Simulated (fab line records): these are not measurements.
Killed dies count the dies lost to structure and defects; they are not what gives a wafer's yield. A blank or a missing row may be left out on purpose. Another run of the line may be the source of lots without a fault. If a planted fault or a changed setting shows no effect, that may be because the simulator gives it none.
A struck lot beside a sound one ; flow n5Finfet ; 15 steps out of a route of 1938
Sound: the wafers L649.1, L649.5, L649.6. The struck wafers were L650.2, L650.3, L650.4. At the end, the cause is stated.
For every step that has rows: the tool of each side, followed by ch and its chambers, followed by its first start. Under that, the readings that differ: sound wafers ; struck wafers ; difference of the means ; sigmas: that difference in standard deviations of wafers without a fault.
alike: words and numbers the same on both sides, and readings whose means are apart by under 2 such deviations; not compared: readings that were withheld, readings missing a value for some wafer, numbers with overlapping values and no deviation given by the record, and bounds like >300 which may hide the same value.
A row with sigmas, a row that says differs or no value, or rows on one side alone: a step with any of these is where the two part. Non-overlapping numbers with no deviation appear without sigmas and do not part them. Lack of a reading on every wafer of one side parts them only where that side has two or more wafers.

first, 11 steps without rows for these wafers: N5_BEOL_M0_SAQP_HM_OPEN_112 (chemistry CHF3/O2, target SiO2, stops on a-Si, target depth 12 nm, time 13.5 s); N5_BEOL_M0_SAQP_STRIP_113 (strips in CHF3/O2); N5_BEOL_M0_SAQP_MANDREL_ETCH_20 (etches a-Si in HBr/Cl2, stops on SiNx, target depth 60 nm, bt time 10 s, time 30 s); N5_BEOL_M0_SAQP_STRIP_86 (strips in N2/H2); N5_BEOL_M0_SAQP_STRIP_115 (strips in post etch residue remover, time 60 s); N5_BEOL_M0_SAQP_SRD_93 (time 30 s); N5_BEOL_M0_SAQP_RECESS_114 (chemistry HF/NH3, target SiO2, target depth 14.4 nm, afs cycles 3, sublimation time 60 s); N5_BEOL_M0_SAQP_SPACER1_ALD_98 (deposits SiO2, target thk 12.8 nm, pulse time 1 s, purge time 2 s); N5_BEOL_M0_SAQP_SPACER1_ETCHBACK_99 (etches SiO2 in CHF3/O2, target depth 15.4 nm, time 7.7 s); N5_BEOL_M0_SAQP_MANDREL1_REMOVE_100 (chemistry HBr/Cl2/O2, target a-Si, stops on SiNx, bt time 10 s); N5_BEOL_M0_SAQP_ETCH_101 (etches SiNx in CH3F/O2, target depth 29.9 nm, time 42.7 s).
N5_BEOL_M0_SAQP_ETCH_102: etches SiO2 in CF4, target depth 4 nm, time 4.4 s.
  sound on rieSi-03 ch 1,3, day 8 13:37; struck on rieSi-03 ch 0,1,3, day 8 16:39
  no value came back on the struck wafers for any of 7 readings (biasW (W), cf4FlowSccm (sccm) and others); on the sound wafers biasW (W) reads 399.7 399.8 401.1
  not compared: rfHoursCounterH
then, 1 step without rows for these wafers: N5_BEOL_M0_SAQP_MANDREL_ETCH_103 (etches a-Si in HBr/Cl2, stops on SiCN, target depth 45 nm, bt time 10 s, time 27 s).
N5_BEOL_M4_RC_MEAS_101:
  the record has rows for the sound wafers here (prober-02 ch 0, day 11 06:46) and none for the struck ones
-- record jumps: 6 days separate the struck wafers' starts on either side; left off in module BEOL_M4, taken up again in module PASSIVATION, whose first shown step is the route's number 1936 --
N5_PASSIVATION_PROBE_49:
  struck on prober-02, day 15 03:58; sound on prober-01, day 15 15:06
reading;sound;struck;difference;sigmas
defectLimitedYield (%);92.0 90.3 89.8;0 0 0;-91;-65
killed_at_M0_to_M3;23 42 35;1111 1106 1117;+1078;+98
killedDies;94 114 120;1180 1180 1180;+1071;+63
killedOnRim;13 21 13;152 152 152;+136;+30
sort_bin_5_function (%);5.2 6.2 6.2;95.4 96.7 96.3;+90.3;+95
sortNPass;1086 1066 1060;0 0 0;-1071;-63
sortYieldPct (%);92.0 90.3 89.8;0 0 0;-91;-65
  alike: killed_at_M4_up, killedAtContacts, killedAtFrontEnd, killedAtOther, killedOpen, killedShort, sort_bin_6_memory

== WHERE THEY PART ==
Last at N5_PASSIVATION_PROBE_49 as far as this record goes, first at N5_BEOL_M0_SAQP_ETCH_102.

WHY: whatever the simulator had introduced
Beginning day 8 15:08, the whole step at N5_BEOL_M0_SAQP_ETCH_102 was skipped on rieSi-03. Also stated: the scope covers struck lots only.
